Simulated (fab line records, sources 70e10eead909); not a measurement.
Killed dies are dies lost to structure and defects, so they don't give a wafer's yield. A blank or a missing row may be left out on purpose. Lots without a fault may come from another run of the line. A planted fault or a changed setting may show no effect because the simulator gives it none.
Which tool did it? | flow nand_harc | 11 lots, 33 wafers sampled, at 5 steps of a route of 1159

WHAT THE GAUGES READ, wafer by wafer
NHARC_P_BONDPAD_THK_MEAS_33: measures by ellipsometry. Usual: thk_nm 200.1 nm, standard deviation 1.8.
lot  | measured     | on            | thk_nm (nm)       | flag
L281 | day 6 16:59  | film_metro-01 | 199.6 200.8 200.3 |
L282 | day 6 22:44  | film_metro-01 | 199.6 202.1 200.9 |
L284 | day 7 09:38  | film_metro-02 | 199.2 199.2 199.8 |
L289 | day 8 11:15  | film_metro-01 | 200.3 203.3 198.2 |
L297 | day 10 14:22 | film_metro-01 | 198.8 202.0 199.5 |
L299 | day 10 15:17 | film_metro-01 | 201.1 199.6 199.2 |
L298 | day 10 15:59 | film_metro-02 | 200.8 201.3 198.3 |
L301 | day 11 01:55 | film_metro-02 | 197.3 199.4 197.6 |
L300 | day 11 03:19 | film_metro-02 | 199.1 199.0 201.8 |
L302 | day 11 09:51 | film_metro-02 | 201.1 200.4 198.5 |
L304 | day 12 10:00 | film_metro-01 | 200.4 199.2 201.3 |

NHARC_P_BONDPAD_CD_MEAS_09: target cd 500 nm. Usual: cd_nm 499.7 nm, standard deviation 1.8.
lot  | measured     | on        | cd_nm (nm)        | flag
L281 | day 6 17:33  | cd_sem-02 | 496.5 499.4 495.7 |
L282 | day 6 23:10  | cd_sem-02 | 499.9 499.1 497.7 |
L284 | day 7 10:13  | cd_sem-02 | 497.3 498.1 500.8 |
L289 | day 8 11:49  | cd_sem-02 | 500.8 498.7 500.5 |
L297 | day 10 14:56 | cd_sem-03 | 499.5 497.9 499.7 |
L299 | day 10 15:52 | cd_sem-03 | 497.8 499.8 498.0 |
L298 | day 10 16:25 | cd_sem-02 | 500.1 500.5 496.4 |
L301 | day 11 02:22 | cd_sem-03 | 499.0 498.8 497.7 |
L300 | day 11 03:53 | cd_sem-02 | 499.1 502.7 500.8 |
L302 | day 11 10:17 | cd_sem-02 | 502.6 499.9 500.1 |
L304 | day 12 10:26 | cd_sem-01 | 501.5 501.0 499.1 |

NHARC_END_SORT_01. Usual: defect_limited_yield 95.2 %, standard deviation 1.6; killed_at_array 29, standard deviation 11; killed_at_other 0.7, standard deviation 1.1; killed_at_periphery 3.1, standard deviation 2; killed_dies 33, standard deviation 11; killed_open 3.5, standard deviation 1.8; killed_short 2.0, standard deviation 1.4; sort_bin_2_pct 1.5 %, standard deviation 0.6; sort_bin_3_pct 0.24 %, standard deviation 0.19; sort_bin_4_pct 3.1 %, standard deviation 1.1; sort_n_pass 644, standard deviation 11; sort_rim_yield_pct 96.5 %, standard deviation 2.3; sort_yield_pct 95.2 %, standard deviation 1.6.
lot  | measured     | on        | defect_limited_yield (%) | killed_at_array | killed_at_other | killed_at_periphery | killed_dies | killed_open | killed_short | sort_bin_2_pct (%) | sort_bin_3_pct (%) | sort_bin_4_pct (%) | sort_n_pass | sort_rim_yield_pct (%) | sort_yield_pct (%) | flag
L281 | day 20 08:43 | prober-01 | 96.6 96.6 96.2           | 19 20 21        | 0 0 0           | 4 3 5               | 23 23 26    | 4 4 5       | 0 1 0        | 1.5 1.2 1.3        | 0.15 0.15 0.15     | 1.8 2.1 2.4        | 654 654 651 | 95.3 100.0 97.2        | 96.6 96.6 96.2     |
L282 | day 20 21:47 | prober-02 | 96.0 96.8 97.0           | 25 20 17        | 0 0 0           | 2 2 3               | 27 22 20    | 3 5 1       | 1 1 3        | 1.3 0.3 0.6        | 0 0.15 0           | 2.7 2.8 2.4        | 650 655 657 | 97.2 97.2 94.3         | 96.0 96.8 97.0     |
L284 | day 21 12:37 | prober-02 | 98.5 97.0 96.8           | 9 17 18         | 0 0 0           | 1 3 4               | 10 20 22    | 0 3 5       | 2 6 0        | 0.6 1.0 1.0        | 0.15 0.15 0        | 0.7 1.8 2.2        | 667 657 655 | 100.0 96.2 98.1        | 98.5 97.0 96.8     |
L289 | day 21 17:22 | prober-01 | 95.6 96.3 96.0           | 30 23 24        | 0 0 0           | 0 2 3               | 30 25 27    | 7 1 8       | 1 0 0        | 1.2 0.4 1.2        | 0.44 0.30 0.44     | 2.8 3.0 2.4        | 647 652 650 | 99.1 100.0 96.2        | 95.6 96.3 96.0     |
L297 | day 23 19:23 | prober-01 | 90.7 90.7 93.2           | 59 57 41        | 0 0 0           | 4 6 5               | 63 63 46    | 2 5 1       | 1 1 2        | 3.1 2.2 1.6        | 0.30 0 0.44        | 5.9 7.1 4.7        | 614 614 631 | 96.2 95.3 93.4         | 90.7 90.7 93.2     |
L299 | day 24 09:32 | prober-02 | 96.6 98.8 97.3           | 19 8 15         | 2 0 1           | 2 0 2               | 23 8 18     | 5 1 1       | 3 1 1        | 0.9 0.3 0.9        | 0.15 0.15 0.15     | 2.4 0.7 1.6        | 654 669 659 | 96.2 99.1 96.2         | 96.6 98.8 97.3     |
L298 | day 24 04:03 | prober-01 | 92.0 91.9 93.2           | 49 54 40        | 0 0 4           | 5 1 2               | 54 55 46    | 2 3 3       | 2 2 2        | 2.5 2.1 1.9        | 0.30 0 0.15        | 5.2 6.1 4.7        | 623 622 631 | 91.5 98.1 96.2         | 92.0 91.9 93.2     |
L301 | day 24 10:14 | prober-01 | 93.8 94.1 92.8           | 40 37 47        | 2 1 2           | 0 2 0               | 42 40 49    | 0 6 5       | 3 2 1        | 1.9 1.9 2.2        | 1.03 0.30 0.44     | 3.2 3.7 4.6        | 635 637 628 | 97.2 99.1 99.1         | 93.8 94.1 92.8     |
L300 | day 24 17:19 | prober-02 | 94.5 94.8 92.3           | 33 32 48        | 1 1 1           | 3 2 3               | 37 35 52    | 6 3 2       | 2 1 4        | 2.1 1.9 2.7        | 0.15 0.30 0.44     | 3.2 3.0 4.6        | 640 642 625 | 94.3 96.2 94.3         | 94.5 94.8 92.3     |
L302 | day 24 02:35 | prober-02 | 96.3 96.8 95.0           | 21 18 29        | 2 0 1           | 2 4 4               | 25 22 34    | 4 4 4       | 2 0 2        | 1.8 1.2 1.3        | 0.15 0 0.44        | 1.8 2.1 3.2        | 652 655 643 | 90.6 98.1 97.2         | 96.3 96.8 95.0     |
L304 | day 25 02:52 | prober-02 | 96.3 96.5 96.5           | 25 23 24        | 0 0 0           | 0 1 0               | 25 24 24    | 2 2 3       | 2 0 0        | 0.9 0.7 1.5        | 0.44 0.30 0.15     | 2.4 2.5 1.9        | 652 653 653 | 94.3 93.4 98.1         | 96.3 96.5 96.5     |

WHICH TOOL RAN EACH LOT (tool, then ch and the chambers of the sampled wafers, then the start)
lot  | NHARC_P_BONDPAD_ETCH_12            | NHARC_P_BONDPAD_PVD_27
L281 | rie_diel-08 ch 0,2, day 6 18:01    | pvd_sputter-02, day 20 08:43 or earlier
L282 | rie_diel-08 ch 0,2,3, day 6 23:34  | pvd_sputter-02, day 20 21:47 or earlier
L284 | rie_diel-08 ch 0,3, day 7 10:36    | pvd_sputter-02, day 21 12:37 or earlier
L289 | rie_diel-08 ch 0,1,2, day 8 12:13  | pvd_sputter-02, day 21 17:22 or earlier
L297 | rie_diel-02 ch 1,2, day 10 15:21   | pvd_sputter-01, day 23 19:23 or earlier
L299 | rie_diel-08 ch 0,1,3, day 10 16:22 | pvd_sputter-03, day 24 09:32 or earlier
L298 | rie_diel-08 ch 0,1, day 10 16:55   | pvd_sputter-03, day 24 04:03 or earlier
L301 | rie_diel-08 ch 0,2,3, day 11 02:46 | pvd_sputter-02, day 24 10:14 or earlier
L300 | rie_diel-08 ch 1,2, day 11 04:17   | pvd_sputter-03, day 24 17:19 or earlier
L302 | rie_diel-08 ch 0,1,3, day 11 10:42 | pvd_sputter-02, day 24 02:35 or earlier
L304 | rie_diel-08 ch 0,1,2, day 12 10:52 | pvd_sputter-03, day 25 02:52 or earlier
- NHARC_P_BONDPAD_ETCH_12: etches the open film in CHF3/O2, target depth 200 nm, time 100 s.
- NHARC_P_BONDPAD_PVD_27: deposits Cu, target thk 30 nm, time 20.49 s.

WHAT THE TOOLS THEMSELVES READ (means of the sampled wafers that have a number; where no wafer has one, the mark that the record gives instead)
NHARC_P_BONDPAD_ETCH_12. Usual: bias_w 199.9 W, standard deviation 0.67; chamber_pressure_mTorr 25.000 mTorr, standard deviation 0.023; drypump_motor_current_A 5.7 A, standard deviation 0.41; oes_product_au 0.948 a.u., standard deviation 0.023; rf_fwd_power_W 497.3 W, standard deviation 1.6; rf_vpp_V 370.0 V, standard deviation 2.9; showerhead_plenum_p_Torr 2.38 Torr, standard deviation 0.13; throttle_valve_pct 20.572 %, standard deviation 0.0097.
lot  | tool        | bias_w (W) | chamber_pressure_mTorr (mTorr) | drypump_motor_current_A (A) | oes_product_au (a.u.) | rf_fwd_power_W (W) | rf_vpp_V (V) | showerhead_plenum_p_Torr (Torr) | throttle_valve_pct (%) | flag
L281 | rie_diel-08 | 199.8      | 25.006                         | 5.8                         | 0.970                 | 496.1              | 369.3        | 2.33                            | 20.566                 |
L282 | rie_diel-08 | 200.2      | 24.983                         | 5.8                         | 0.967                 | 496.4              | 370.0        | 2.34                            | 20.576                 |
L284 | rie_diel-08 | 200.9      | 24.997                         | 6.2                         | 0.925                 | 496.2              | 370.1        | 2.42                            | 20.573                 |
L289 | rie_diel-08 | 199.8      | 25.028                         | 5.8                         | 1.053                 | 562.1              | 371.0        | 2.43                            | 20.577                 | OFF
L297 | rie_diel-02 | 200.3      | 24.990                         | 5.9                         | 0.960                 | 499.1              | 367.9        | 2.31                            | 20.577                 |
L299 | rie_diel-08 | 200.6      | 25.009                         | 5.8                         | 0.942                 | 497.4              | 371.2        | 2.44                            | 20.584                 |
L298 | rie_diel-08 | 200.0      | 24.999                         | 6.1                         | 0.929                 | 498.4              | 372.7        | 2.52                            | 20.574                 |
L301 | rie_diel-08 | 200.0      | 25.003                         | 5.8                         | 0.935                 | 495.9              | 368.4        | 2.34                            | 20.575                 |
L300 | rie_diel-08 | 199.7      | 24.990                         | 5.4                         | 0.973                 | 497.7              | 369.0        | 2.34                            | 20.583                 |
L302 | rie_diel-08 | 200.3      | 24.979                         | 5.8                         | 0.929                 | 497.3              | 371.2        | 2.44                            | 20.576                 |
L304 | rie_diel-08 | 200.0      | 24.998                         | 5.8                         | 0.924                 | 497.4              | 371.5        | 2.43                            | 20.571                 |

NHARC_P_BONDPAD_PVD_27. Usual: chamber_pressure_pa 5.000 Pa, standard deviation 0.011; throttle_valve_pct 30.7 %, standard deviation 1.1.
lot  | tool           | chamber_pressure_pa (Pa) | throttle_valve_pct (%) | flag
L281 | pvd_sputter-02 | 5.001                    | 31.4                   |
L282 | pvd_sputter-02 | 5.002                    | 31.1                   |
L284 | pvd_sputter-02 | 4.995                    | 31.9                   |
L289 | pvd_sputter-02 | 4.998                    | 31.7                   |
L297 | pvd_sputter-01 | 5.006                    | 29.1                   |
L299 | pvd_sputter-03 | 4.995                    | 29.6                   |
L298 | pvd_sputter-03 | 5.003                    | 30.5                   |
L301 | pvd_sputter-02 | 5.002                    | 30.9                   |
L300 | pvd_sputter-03 | 5.003                    | 30.0                   |
L302 | pvd_sputter-02 | 4.999                    | 30.2                   |
L304 | pvd_sputter-03 | 5.009                    | 30.3                   |

THE ANSWER, worked out from the rows above alone
Rule: a lot is off if the mean of its wafers that have a number lies more than 3 standard deviations from the usual mean. A lot without any number at a reading at which 4 lots or more have one is off too. The other lots that the step has rows for count as sound. The gauges are gone through in route order, then the tools' own readings, and for those a lot's mean is taken as printed above. The first step at which some lot is off is used, and at that step the reading that is off furthest; a lot without a number counts as furthest.
Off: L289, at NHARC_P_BONDPAD_ETCH_12 (rf_fwd_power_W).
A tool fits if, at that step or a process step before it, it ran every lot that is off, and no sound lot after the first of them. None of those tried fits.

WHAT THE SIMULATOR HAD PUT IN
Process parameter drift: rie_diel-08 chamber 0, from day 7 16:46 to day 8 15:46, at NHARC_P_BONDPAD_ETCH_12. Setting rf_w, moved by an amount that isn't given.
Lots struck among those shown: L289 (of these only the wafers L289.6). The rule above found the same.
